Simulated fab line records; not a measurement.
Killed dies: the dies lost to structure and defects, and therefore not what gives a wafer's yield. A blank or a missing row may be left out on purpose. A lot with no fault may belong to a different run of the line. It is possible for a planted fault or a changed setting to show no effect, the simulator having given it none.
Matching of chambers / flow n5Finfet / 4 sister chambers for N5_BEOL_M5_ETCH_61 on rieDiel-06
The step etches SiARC in CF4, target depth 15.6 nm, time 26 s. 4 wafers are shown with their chamber, then 7 later ones without.

== WAFERS, EACH WITH ITS CHAMBER ==
wafer=L088.1; chamber=1; showerheadPlenumPTorr (Torr)=2.11
wafer=L088.6; chamber=2; showerheadPlenumPTorr (Torr)=2.17
wafer=L093.1; chamber=3; showerheadPlenumPTorr (Torr)=2.04
wafer=L093.4; chamber=0; showerheadPlenumPTorr (Torr)=1.96

== WAFERS WHOSE CHAMBER IS MISSING ==
wafer=L093.6; showerheadPlenumPTorr (Torr)=2.10
wafer=L095.2; showerheadPlenumPTorr (Torr)=2.10
wafer=L095.5; showerheadPlenumPTorr (Torr)=2.10
wafer=L095.6; showerheadPlenumPTorr (Torr)=2.17
wafer=L096.2; showerheadPlenumPTorr (Torr)=2.03
wafer=L096.4; showerheadPlenumPTorr (Torr)=2.17
wafer=L096.5; showerheadPlenumPTorr (Torr)=1.96

== WHICH CHAMBER EACH WENT THROUGH ==
wafer=L093.6; from the rows above=1; in truth=1
wafer=L095.2; from the rows above=1; in truth=1
wafer=L095.5; from the rows above=1; in truth=1
wafer=L095.6; from the rows above=2; in truth=2
wafer=L096.2; from the rows above=3; in truth=3
wafer=L096.4; from the rows above=2; in truth=2
wafer=L096.5; from the rows above=0; in truth=0
7 of 7 placed correctly. Can't be placed from these rows: 0. Number placed wrongly: 0.
How it was worked out, from the rows above alone: a wafer's distance from a chamber is the root of the sum, over the readings, of the square of ((its reading less the chamber's mean) divided by the reading's scatter). If the next closest chamber is less than 2 further off than the closest, the wafer can't be placed; otherwise it belongs to the closest. A chamber's mean is the mean of its shown wafers. The scatter (one wafer shown for each chamber): square how far every hidden wafer sits from the nearest shown wafer, average those squares and take the square root.
